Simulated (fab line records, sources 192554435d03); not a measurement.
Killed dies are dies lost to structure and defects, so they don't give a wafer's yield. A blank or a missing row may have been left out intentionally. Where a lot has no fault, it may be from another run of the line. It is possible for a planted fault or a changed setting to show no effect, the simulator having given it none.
Comparing a struck lot with a sound one / flow n5_finfet / 16 out of 1938 route steps
Sound: the wafers L596.1, L596.2, L596.4. Struck: wafer L603.1. (L603.4 of the same lot was not struck and is left out.) The cause comes at the end.
Order at every step that has rows: each side's tool, ch and its chambers, its first start. Under that, the readings that differ: sound wafers / struck wafers / difference of the means / sigmas: that difference in standard deviations of wafers without a fault.
alike: a reading whose means differ by less than 2 such deviations, as well as words and numbers matching on both sides. not compared: withheld readings; readings where some wafer has no value; bounds like >300 that might hide an equal value; numbers whose values overlap and for which the record gives no deviation.
The two part at a step that has a row with sigmas, a row that says differs or no value, or rows on one side only. Numbers that don't overlap but have no deviation are shown without sigmas and don't part them. A reading that every wafer of one side lacks parts them only if that side has two wafers or more.

first, 6 steps without rows for these wafers: N5_MOL_CONTACT_COAG_COAT_34 (resist thk 40 nm); N5_MOL_CONTACT_COAG_EBR_36; N5_MOL_CONTACT_COAG_SOFTBAKE_35 (time 60 s); N5_MOL_CONTACT_COAG_EXPOSE_37 (exposes mask VD, defocus 0 nm); N5_MOL_CONTACT_COAG_PEB_38 (peb time 60 s); N5_MOL_CONTACT_COAG_DEVELOP_39 (develop time 30 s).
N5_MOL_CONTACT_COAG_CD_MEAS_40 targets a cd of 25.1 nm.
  sound on cd_sem-03 ch 0, day 7 01:23; struck on cd_sem-02 ch 0, day 8 18:32
  alike: cd_nm
N5_MOL_CONTACT_COAG_OVL_MEAS_41:
  sound on overlay-01 ch 0, day 7 01:25; struck on overlay-01 ch 0, day 8 18:34
  alike: VD_OVL
N5_MOL_CONTACT_COAG_INSPECT_42: inspects for defects (brightfield).
  sound: defect_inspect-02 at day 7 01:28; struck: defect_inspect-01 at day 8 18:37
  alike: raw_defect_count
N5_MOL_CONTACT_COAG_DESCUM_45: chemistry O2, time 7 s.
  sound on rie_diel-03 ch 0,2,3, day 7 01:54; struck on rie_diel-03 ch 2, day 8 18:40
  alike: drypump_motor_current_A, oes_product_au, rf_vpp_V, showerhead_plenum_p_Torr, throttle_valve_pct
  not compared: rf_hours_counter_h
N5_MOL_CONTACT_COAG_ETCH_65: etches underlayer in N2/H2, target depth 13 nm, time 10.4 s.
  sound on rie_diel-03 ch 0,2,3, day 7 01:56; struck on rie_diel-03 ch 2, day 8 18:41
  alike: drypump_motor_current_A, etch_rf_on_time_s, oes_product_au, rf_vpp_V, showerhead_plenum_p_Torr, throttle_valve_pct
  not compared: rf_hours_counter_h
N5_MOL_CONTACT_COAG_ETCH_66: etches SiARC in CF4, target depth 13 nm, time 21.7 s.
  sound on rie_diel-03 ch 0,2,3, day 7 01:57; struck on rie_diel-03 ch 2, day 8 18:43
  alike: drypump_motor_current_A, etch_rf_on_time_s, mfc_ar_sccm, oes_product_au, rf_vpp_V, showerhead_plenum_p_Torr, throttle_valve_pct
  not compared: rf_hours_counter_h
N5_MOL_CONTACT_COAG_ALD_133: deposits SiO2, target thk 5 nm, pulse time 1 s, co reactant pulse time 1 s.
  sound on ald_sin-04 ch 0,1,2, day 7 02:02; struck on ald_sin-04 ch 3, day 8 18:47
reading=ald_cycles; sound=35 35 35; struck=32; difference=-3; sigmas=
reading=model.SiO2_of_MOL_CONTACT_COAG_ALD_133.thk_nm (nm); sound=5 5 5; struck=4.6; difference=-0.4; sigmas=
  alike: heater_power_w, precursor_pulse_height_rel
  not compared: susceptor_temp_C
N5_MOL_CONTACT_COAG_ETCHBACK_134: etches SiO2 in CHF3, target depth 10 nm, time 6.7 s.
  sound on rie_diel-05 ch 0,2,3, day 7 02:13; struck on rie_diel-05 ch 2, day 8 18:58
reading=rf_hours_counter_h (h); sound=178 2 183; struck=188; difference=+67; sigmas=
  alike: CHF3_flow_sccm, drypump_motor_current_A, mfc_ar_sccm, oes_product_au, rf_vpp_V, showerhead_plenum_p_Torr, throttle_valve_pct
-- a jump in the record: the struck wafers' starts before and after are 2 days apart (it breaks off in module MOL_CONTACT_COAG and resumes in module BEOL_M4, where the first step shown is number 1111 of the route) --
N5_BEOL_M4_RC_MEAS_101:
  sound on prober-01 ch 0, day 9 10:06; struck on prober-01 ch 0, day 11 04:42
reading=DIBL_N (mV/V); sound=39.4 36.9 36.8; struck=33.6; difference=-4.1; sigmas=-2
reading=IOFF_P (nA/um); sound=0.27 0.22 0.24; struck=0.17; difference=-0.07; sigmas=-2
reading=ION_P (uA/um); sound=484 468 481; struck=458; difference=-20; sigmas=-2
reading=VT_P (mV); sound=-243 -246 -244; struck=-252; difference=-8; sigmas=-2
  alike: DIBL_P, IOFF_N, ION_N, SS_N, SS_P, VT_N
-- the record jumps here: 4 days lie between the struck wafers' starts before and after (it left off in module BEOL_M4 and takes up again in module PASSIVATION, whose first step shown is number 1936 of the route) --
N5_PASSIVATION_PROBE_49:
  sound: prober-01 at day 13 10:25; struck: prober-01 at day 15 07:37
  alike: defect_limited_yield, killed_at_M0_to_M3, killed_at_M4_up, killed_at_contacts, killed_at_front_end, killed_at_other, killed_dies, killed_open, killed_short, sort_bin_5_function, sort_bin_6_memory, sort_n_pass, sort_yield_pct

== WHERE THEY PART ==
Within this record, at N5_BEOL_M4_RC_MEAS_101 only. Later steps at which nothing parts them and some readings are alike: N5_PASSIVATION_PROBE_49.

WHY: the cause the simulator had injected
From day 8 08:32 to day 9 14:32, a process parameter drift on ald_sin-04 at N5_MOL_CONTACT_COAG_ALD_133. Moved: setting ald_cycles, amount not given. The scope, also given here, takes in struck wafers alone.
